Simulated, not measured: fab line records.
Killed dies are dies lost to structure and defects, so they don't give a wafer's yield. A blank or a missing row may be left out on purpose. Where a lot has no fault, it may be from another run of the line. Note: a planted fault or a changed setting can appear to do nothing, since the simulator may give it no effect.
fab line records ; flow nand-harc
record lots=11; wafers=33; last-day=26
route steps=1159 shown P_M0@269 END@1159
lots with no fault: from the same line, run without faults
start-h: hours from the record's opening day to when the first of the lot's shown wafers began ; wait-h: hours since the lot's step before ; " as in the row above ; L1.1+2: a single row standing in for several wafers ; - no value present, or no start provided ; * or withheld: withheld ; < > ~ a bound
route shown NAME@n: names a module that has steps shown in the file, with the first one's number in the route ; usual: mean/standard deviation taken from wafers without a fault ; same: alike in all rows ; chamber/n: place in a boat ; sites: each site's reading ; _std_site: standard deviation of those values ; _edge_site: the outer-site mean with the inner-site mean subtracted ; radius-mm: how far each site lies from the wafer's centre ; mask NAME#n: copy n ; behind: the last tool/chamber to shape the wafer ; hold: cause of the lot's hold/its duration in hours/its outcome ; device: whichever transistor did not switch (one of n, p or np) ; end of line: tests run on the same wafers once the route is complete ; step lacking rows: just its recipe ; killed: the dies lost at the first sort to structure and to defects; this is not the yield of the wafer ; map: a wafer's dies, x killed, . not, _ none there
set.NAME: the setting the step ran with; set.NAME@STEP: the setting that earlier step ran with ; model.NAME: the simulator's own value behind a step, which no gauge read
steps of the route over a sample of lots; a table a step, a row a wafer
services: a tool's chamber out of use, with start hour (start-h, from the record's first day; less than 0 if before it), hours out, and reason
## steps
# step NHARC_P_M0_CD_MEAS_16
# usual cd-nm=89.8/0.75
lot.wafer;tool;chamber;start-h;wait-h;cd-nm
L365.3;cd-sem-02;-;115.17;-;89.3
L365.4;cd-sem-02;-;115.17;-;89.4
L365.5;cd-sem-02;-;115.17;-;88.5
L367.1;cd-sem-01;-;129.96;-;89.3
L367.3;cd-sem-01;-;129.96;-;89.5
L367.4;cd-sem-01;-;129.96;-;91.3
L368.1;cd-sem-03;-;134.87;-;88.4
L368.2;cd-sem-03;-;134.87;-;89.5
L368.5;cd-sem-03;-;134.87;-;89.2
L369.1;cd-sem-01;-;137.02;-;89.7
L369.2;cd-sem-01;-;137.02;-;88.9
L369.4;cd-sem-01;-;137.02;-;89.9
L371.2;cd-sem-02;-;152.82;-;90.0
L371.3;cd-sem-02;-;152.82;-;90.4
L371.5;cd-sem-02;-;152.82;-;89.1
L374.2;cd-sem-01;-;171.22;-;88.9
L374.3;cd-sem-01;-;171.22;-;89.2
L374.4;cd-sem-01;-;171.22;-;90.8
L381.2;cd-sem-03;-;219.71;-;89.8
L381.5;cd-sem-03;-;219.71;-;90.4
L381.6;cd-sem-03;-;219.71;-;89.7
L382.2;cd-sem-03;-;224.39;-;88.3
L382.3;cd-sem-03;-;224.39;-;90.0
L382.6;cd-sem-03;-;224.39;-;90.0
L386.2;cd-sem-01;-;237.81;-;89.3
L386.3;cd-sem-01;-;237.81;-;89.4
L386.6;cd-sem-01;-;237.81;-;88.8
L388.2;cd-sem-03;-;252.75;-;90.9
L388.4;cd-sem-03;-;252.75;-;90.2
L388.6;cd-sem-03;-;252.75;-;90.8
L387.2;cd-sem-02;-;253.94;-;89.7
L387.3;cd-sem-02;-;253.94;-;91.2
L387.6;cd-sem-02;-;253.94;-;90.2
# step NHARC_P_M0_STRIP_18
# recipe power-w=1000; n2-flow-sccm=150; h2-flow-sccm=150; ar-flow-sccm=0; bias-w=0; chemistry=N2/H2
# usual drypump-motor-current-A=5.8/0.39; oes-product-au=1.002/0.012; rf-vpp-V=90.3/0.85; showerhead-plenum-p-Torr=1.99/0.072; throttle-valve-pct=14.170/0.0083
lot.wafer;tool;chamber;start-h;wait-h;drypump-motor-current-A;oes-product-au;rf-hours-counter-h;rf-vpp-V;showerhead-plenum-p-Torr;throttle-valve-pct
L365.4;rie-diel-07;1;115.24;0.1;5.7;0.994;3.9;90.9;2.03;14.171
L365.3;rie-diel-07;3;115.24;0.1;5.8;0.992;4.4;91.7;2.00;14.154
L365.5;rie-diel-07;2;115.24;0.1;5.1;1.017;-;90.1;1.95;14.167
L367.4;rie-diel-09;2;130.03;0.1;5.7;0.999;3.1;91.9;2.02;14.168
L367.3;rie-diel-09;0;130.03;0.1;6.2;1.006;4.0;90.3;1.99;14.166
L367.1;rie-diel-09;1;130.03;0.1;6.5;0.999;3.4;89.9;1.92;14.179
L368.2;rie-diel-13;0;135.01;0.1;5.3;1.010;1.7;90.6;1.92;14.191
L368.1;rie-diel-13;1;135.01;0.1;6.1;1.005;2.2;90.9;2.05;14.166
L368.5;rie-diel-13;3;135.01;0.1;5.1;1.010;-;90.5;2.19;14.169
L369.1;rie-diel-13;1;137.12;0.1;6.1;0.996;2.3;90.3;2.05;14.179
L369.2;rie-diel-13;2;137.12;0.1;5.7;0.998;2.3;88.5;1.92;14.161
L369.4;rie-diel-13;3;137.12;0.1;5.1;0.998;1.8;91.0;2.19;14.162
L371.2;rie-diel-09;2;152.89;0.1;5.7;0.997;4.6;90.2;2.02;14.193
L371.3;rie-diel-09;0;152.89;0.1;6.1;1.009;5.6;90.0;1.99;14.174
L371.5;rie-diel-09;3;152.89;0.1;5.9;0.991;-;91.7;1.99;14.169
L374.2;rie-diel-09;2;171.30;0.1;5.7;0.992;6.2;90.9;2.02;14.173
L374.4;rie-diel-09;3;171.30;0.1;5.9;0.991;7.0;90.6;1.99;14.168
L374.3;rie-diel-09;1;171.30;0.1;6.5;0.992;6.2;89.5;1.92;14.161
L381.2;rie-diel-09;3;219.78;0.1;5.9;0.996;9.5;88.9;1.99;14.172
L381.5;rie-diel-09;3;219.78;0.1;5.9;0.983;-;90.7;1.99;14.165
L381.6;rie-diel-09;0;219.78;0.1;6.2;1.014;-;89.7;1.99;14.164
L382.2;rie-diel-07;2;224.49;0.1;5.1;1.031;10.6;90.9;1.95;14.167
L382.3;rie-diel-07;3;224.49;0.1;5.8;0.989;8.4;90.1;2.00;14.185
L382.6;rie-diel-07;1;224.49;0.1;5.6;1.006;-;90.4;2.03;14.169
L386.3;rie-diel-09;3;237.89;0.1;5.9;0.995;11.9;90.8;1.99;14.165
L386.2;rie-diel-09;2;237.89;0.1;5.7;0.996;11.4;91.8;2.02;14.171
L386.6;rie-diel-09;0;237.89;0.1;6.2;1.020;-;89.7;1.99;14.168
L388.2;rie-diel-09;1;252.89;0.1;6.5;0.981;12.1;90.3;1.92;14.165
L388.4;rie-diel-09;2;252.89;0.1;5.7;0.989;-;92.0;2.02;14.161
L388.6;rie-diel-09;0;252.89;0.1;6.2;1.014;-;90.2;1.99;14.175
L387.3;rie-diel-09;2;254.02;0.1;5.7;0.995;13.1;90.6;2.02;14.163
L387.2;rie-diel-09;1;254.02;0.1;6.5;0.996;12.2;88.2;1.92;14.174
L387.6;rie-diel-09;0;254.02;0.1;6.2;1.010;-;89.3;1.99;14.159
# step NHARC_P_M0_PVD_21
# recipe target-thk-a=300; chamber-pressure-pa=5; power-w=5000; substrate-temp-c=30; time-s=20.49; material=Cu
# usual throttle-valve-pct=29.3/0.97
lot.wafer;tool;chamber;start-h;wait-h;throttle-valve-pct
L365.3;pvd-sputter-02;-;-;-;28.6
L365.4;pvd-sputter-02;-;-;-;27.8
L365.5;pvd-sputter-02;-;-;-;28.7
L367.1;pvd-sputter-03;-;-;-;28.8
L367.3;pvd-sputter-03;-;-;-;30.2
L367.4;pvd-sputter-03;-;-;-;30.7
L368.1;pvd-sputter-01;-;-;-;30.5
L368.2;pvd-sputter-01;-;-;-;28.9
L368.5;pvd-sputter-01;-;-;-;28.8
L369.4;pvd-sputter-02;-;-;-;28.1
L369.2;pvd-sputter-02;-;-;-;28.5
L369.1;pvd-sputter-02;-;-;-;28.1
L371.2;pvd-sputter-02;-;-;-;28.2
L371.3;pvd-sputter-02;-;-;-;28.5
L371.5;pvd-sputter-02;-;-;-;28.1
L374.3;pvd-sputter-03;-;-;-;28.4
L374.4;pvd-sputter-03;-;-;-;29.8
L374.2;pvd-sputter-03;-;-;-;29.9
L381.2;pvd-sputter-03;-;-;-;29.0
L381.6;pvd-sputter-03;-;-;-;29.8
L381.5;pvd-sputter-03;-;-;-;30.8
L382.2;pvd-sputter-02;-;-;-;28.7
L382.3;pvd-sputter-02;-;-;-;28.9
L382.6;pvd-sputter-02;-;-;-;29.6
L386.3;pvd-sputter-01;-;-;-;29.6
L386.2;pvd-sputter-01;-;-;-;31.4
L386.6;pvd-sputter-01;-;-;-;29.8
L388.2;pvd-sputter-01;-;-;-;29.8
L388.4;pvd-sputter-01;-;-;-;29.6
L388.6;pvd-sputter-01;-;-;-;29.9
L387.2;pvd-sputter-01;-;-;-;29.6
L387.3;pvd-sputter-01;-;-;-;31.6
L387.6;pvd-sputter-01;-;-;-;29.7
# step NHARC_P_M0_CMP_23
# recipe t-overpolish-s=20; target-thk-nm=117.53
# usual motor-current-A=11.8/1.3; time-to-endpoint-s=28.0/2.6
# same t-overpolish-s=20
lot.wafer;tool;chamber;start-h;wait-h;motor-current-A;time-to-endpoint-s
L365.3;cmp-02;2;116.90;-;13.9;28.5
L365.4;cmp-02;0;116.90;-;10.3;25.1
L365.5;cmp-02;2;116.90;-;13.1;29.1
L367.3;cmp-01;3;131.69;-;11.5;29.0
L367.1;cmp-01;0;131.69;-;11.6;26.6
L367.4;cmp-01;2;131.69;-;11.6;29.5
L368.2;cmp-04;0;136.61;-;14.9;26.8
L368.1;cmp-04;2;136.61;-;10.7;26.4
L368.5;cmp-04;3;136.61;-;15.9;25.0
L369.2;cmp-01;1;138.74;-;11.0;31.3
L369.4;cmp-01;2;138.74;-;12.0;33.8
L369.1;cmp-01;0;138.74;-;11.9;28.7
L371.2;cmp-02;3;154.58;-;10.8;28.8
L371.3;cmp-02;0;154.58;-;9.8;27.6
L371.5;cmp-02;3;154.58;-;10.7;29.7
L374.2;cmp-01;1;172.96;-;10.8;37.7
L374.3;cmp-01;2;172.96;-;10.8;31.4
L374.4;cmp-01;0;172.96;-;11.6;27.4
L381.2;cmp-02;1;221.62;-;12.2;29.9
L381.5;cmp-02;3;221.62;-;11.1;26.0
L381.6;cmp-02;0;221.62;-;9.4;24.1
L382.2;cmp-04;3;226.09;-;14.7;27.3
L382.3;cmp-04;0;226.09;-;14.3;28.4
L382.6;cmp-04;0;226.09;-;13.7;28.7
L386.3;cmp-02;0;239.56;-;9.9;26.6
L386.2;cmp-02;2;239.56;-;13.8;29.3
L386.6;cmp-02;0;239.56;-;9.6;25.9
L388.2;cmp-02;1;254.49;-;11.4;28.7
L388.4;cmp-02;0;254.49;-;10.0;25.0
L388.6;cmp-02;1;254.49;-;12.2;30.6
L387.2;cmp-01;3;255.72;-;11.6;27.2
L387.3;cmp-01;2;255.72;-;11.9;32.5
L387.6;cmp-01;3;255.72;-;11.7;27.8
# step NHARC_P_M0_INSPECT_27
# usual raw-defect-count=298/130
lot.wafer;tool;chamber;start-h;wait-h;raw-defect-count
L365.3;defect-inspect-02;-;117.36;0.0;315
L365.4;defect-inspect-02;-;117.36;0.0;226
L365.5;defect-inspect-02;-;117.36;0.0;237
L367.1;defect-inspect-02;-;132.15;0.0;389
L367.3;defect-inspect-02;-;132.15;0.0;765
L367.4;defect-inspect-02;-;132.15;0.0;572
L368.1;defect-inspect-01;-;137.05;0.0;256
L368.2;defect-inspect-01;-;137.05;0.0;583
L368.5;defect-inspect-01;-;137.05;0.0;409
L369.1;defect-inspect-01;-;139.22;0.0;204
L369.2;defect-inspect-01;-;139.22;0.0;185
L369.4;defect-inspect-01;-;139.22;0.0;248
L371.2;defect-inspect-01;-;155.03;0.0;271
L371.3;defect-inspect-01;-;155.03;0.0;534
L371.5;defect-inspect-01;-;155.03;0.0;382
L374.2;defect-inspect-01;-;173.43;0.0;2589
L374.3;defect-inspect-01;-;173.43;0.0;220
L374.4;defect-inspect-01;-;173.43;0.0;267
L381.2;defect-inspect-01;-;222.04;0.0;383
L381.5;defect-inspect-01;-;222.04;0.0;359
L381.6;defect-inspect-01;-;222.04;0.0;399
L382.2;defect-inspect-01;-;226.57;0.0;325
L382.3;defect-inspect-01;-;226.57;0.0;256
L382.6;defect-inspect-01;-;226.57;0.0;263
L386.2;defect-inspect-02;-;240.00;0.0;253
L386.3;defect-inspect-02;-;240.00;0.0;234
L386.6;defect-inspect-02;-;240.00;0.0;278
L388.2;defect-inspect-01;-;254.96;0.0;230
L388.4;defect-inspect-01;-;254.96;0.0;296
L388.6;defect-inspect-01;-;254.96;0.0;328
L387.2;defect-inspect-01;-;256.20;0.0;210
L387.3;defect-inspect-01;-;256.20;0.0;143
L387.6;defect-inspect-01;-;256.20;0.0;183
# step NHARC_END_SORT_01
# recipe temp-c=25
# usual defect-limited-yield=95.5/1.8; killed-at-array=27/11; killed-at-other=0.6/1; killed-at-periphery=3.0/2.1; killed-dies=31/12; killed-open=3.2/1.7; killed-short=1.7/1.4; sort_bin_2_pct=1.4/0.68; sort_bin_3_pct=0.25/0.2; sort_bin_4_pct=2.9/1.2; sort-n-pass=646/12; sort-rim-yield-pct=95.7/2.8; sort-yield-pct=95.5/1.8
# same gross-dies=677; sort_bin_5_pct[%]=0; sort_bin_6_pct[%]=0; sort_bin_7_pct[%]=0; sort_bin_8_pct[%]=0; sort-rim-n-gross=106.00
lot.wafer;tool;chamber;start-h;wait-h;defect-limited-yield[%];killed-at-array;killed-at-other;killed-at-periphery;killed-dies;killed-open;killed-short;sort_bin_2_pct[%];sort_bin_3_pct[%];sort_bin_4_pct[%];sort-n-pass;sort-rim-yield-pct[%];sort-yield-pct[%]
L368.1;prober-02;0;460.79;2.5;97.0;18;0;2;20;3;2;0.7;0.44;1.8;657;98.1;97.0
L368.2;prober-02;0;461.59;2.8;97.6;15;0;1;16;2;1;0.7;0.15;1.5;661;97.2;97.6
L368.5;prober-02;0;463.99;3.7;97.0;18;0;2;20;7;1;1.2;0;1.8;657;100.0;97.0
L374.2;prober-02;0;490.00;2.8;0;32;0;645;677;7;0;1.0;95.72;3.2;0;0;0
L374.3;prober-02;0;490.79;3.1;96.3;24;0;1;25;3;2;0.9;0.15;2.7;652;92.5;96.3
L374.4;prober-02;0;491.58;3.4;95.9;25;1;2;28;2;2;1.0;0.30;2.8;649;93.4;95.9
L387.2;prober-02;0;588.77;2.8;96.8;19;1;2;22;6;1;1.2;0.15;1.9;655;95.3;96.8
L387.3;prober-02;0;589.56;3.1;95.9;23;4;1;28;0;2;1.3;0.44;2.4;649;97.2;95.9
L387.6;prober-02;0;591.92;3.9;95.4;26;3;2;31;6;0;1.5;0;3.1;646;100.0;95.4
# killed by level:class
L368.1 A_SLIT:chamber-film-flake=6 A_CHANNEL_HOLE_D1:chamber-film-flake=4 A_STAIRCASE:chamber-film-flake=3 A_CHANNEL_FILL_D1:geometric-particle:short=2 P_M0:geometric-particle:open=1 A_SGD_CUT:geometric-particle:open=1 A_WL_FILL:geometric-particle:open=1 P_GATE:chamber-film-flake=1
L368.2 A_SLIT:chamber-film-flake=7 A_CHANNEL_HOLE_D1:chamber-film-flake=3 P_M0:geometric-particle:short=1 A_CHANNEL_FILL_D1:geometric-particle:open=1 A_BLC:geometric-particle:open=1 A_CHANNEL_FILL_D1:chamber-film-flake=1 A_CONTACT:chamber-film-flake=1 A_BONDPAD:chamber-film-flake=1
L368.5 A_SLIT:chamber-film-flake=10 A_CONTACT:geometric-particle:open=2 A_CHANNEL_HOLE_D1:chamber-film-flake=2 P_M0:geometric-particle:short=1 P_M1:geometric-particle:open=1 A_SOURCE_PLATE:geometric-particle:open=1 A_ONON_D1:geometric-particle:open=1 A_CHANNEL_FILL_D1:geometric-particle:open=1
L374.2 P_M0:area-cmp=643 A_CHANNEL_HOLE_D1:chamber-film-flake=15 A_CONTACT:chamber-film-flake=7 A_STAIRCASE:chamber-film-flake=4 A_M0:geometric-particle:open=3 A_CONTACT:geometric-particle:open=2 P_M0:geometric-particle:open=1 A_CHANNEL_FILL_D1:geometric-particle:open=1
L374.3 A_CHANNEL_HOLE_D1:chamber-film-flake=11 A_CONTACT:chamber-film-flake=6 A_CHANNEL_HOLE_D1:geometric-particle:short=2 A_STAIRCASE:chamber-film-flake=2 A_CHANNEL_FILL_D1:geometric-particle:open=1 A_CONTACT:geometric-particle:open=1 A_BLC:geometric-particle:open=1 P_GATE:chamber-film-flake=1
L374.4 A_CHANNEL_HOLE_D1:chamber-film-flake=12 A_STAIRCASE:chamber-film-flake=7 A_CONTACT:chamber-film-flake=2 P_M0:geometric-particle:short=1 A_BLC:geometric-particle:open=1 A_M0:geometric-particle:short=1 A_M1:geometric-particle:open=1 P_BONDPAD:chamber-film-flake=1
L387.2 A_CONTACT:geometric-particle:open=4 A_CONTACT:chamber-film-flake=4 A_CHANNEL_HOLE_D1:chamber-film-flake=3 A_WL_FILL:chamber-film-flake=3 A_STAIRCASE:chamber-film-flake=2 P_CONTACT:geometric-particle:open=1 A_ONON_D1:geometric-particle:open=1 A_BLC:geometric-particle:short=1
L387.3 A_CHANNEL_HOLE_D1:chamber-film-flake=10 A_CONTACT:chamber-film-flake=9 THIN_TSV:chamber-film-flake=4 A_STAIRCASE:chamber-film-flake=2 P_M2:geometric-particle:short=1 A_CONTACT:geometric-particle:short=1 A_SGD_CUT:chamber-film-flake=1
L387.6 A_CHANNEL_HOLE_D1:chamber-film-flake=9 A_CONTACT:chamber-film-flake=4 A_CONTACT:geometric-particle:open=3 A_STAIRCASE:chamber-film-flake=3 THIN_TSV:chamber-film-flake=3 A_ONON_D1:geometric-particle:open=2 P_STI:chamber-film-flake=2 A_SLIT:chamber-film-flake=2
## services
tool;chamber;start-h;hours;kind
rie-diel-13;-;99.01;9.0;pm
pvd-sputter-03;-;102.09;10.0;pm
cmp-04;-;105.52;0.2;repair
cmp-04;-;117.88;4.0;pm
cmp-02;-;128.06;1.1;repair
cmp-02;-;129.18;4.0;pm
pvd-sputter-02;-;134.85;0.8;repair
rie-diel-07;-;155.02;0.1;repair
pvd-sputter-01;-;158.03;10.0;pm
rie-diel-07;3;170.30;32.2;repair
pvd-sputter-03;-;173.10;4.6;repair
cmp-01;-;174.60;0.8;repair
rie-diel-13;-;175.52;2.2;repair
cmp-01;-;179.50;4.0;pm
cmp-01;-;183.92;0.8;repair
pvd-sputter-02;-;214.00;10.0;pm
cmp-04;-;215.88;4.0;pm
pvd-sputter-01;-;222.21;9.6;repair
cmp-02;-;227.18;4.0;pm
rie-diel-07;-;228.20;9.0;pm
cmp-01;-;246.61;4.5;repair
pvd-sputter-01;-;246.78;2.8;repair
pvd-sputter-03;-;247.70;4.4;repair
rie-diel-09;-;254.22;9.0;pm
## key
first-sign step=NHARC_P_M0_CMP_23; reading=time-to-endpoint-s; direction=up; sigmas=3.7; usual=*; struck=*
effect step=NHARC_P_M0_INSPECT_27; reading=raw-defect-count; direction=up; sigmas=18; usual=298; struck=2589
effect step=NHARC_END_SORT_01; reading=sort_bin_3_pct; direction=up; sigmas=99+; usual=0.25; struck=95.72
more-kills-born-at NHARC_P_M0_CMP_23@cmp-01=643
met-at NHARC_P_M0_CMP_23
struck-lots L374
struck-wafers L374.2
later-rows-left-out L374.2
not-acting-at NHARC_P_M0_CD_MEAS_16,NHARC_P_M0_STRIP_18,NHARC_P_M0_PVD_21
onset-between 138.74 172.96
fault kind=process-parameter-drift; tool=cmp-01; chamber=-; onset-h=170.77; steps=NHARC_P_M0_CMP_23; channel=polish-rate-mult; offset=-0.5; shape=step; end-h=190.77; scope=struck-wafers-only
# later-rows-left-out: the simulator's readings of these wafers behind a module that went badly wrong aren't trusted and aren't shown, but for the sort
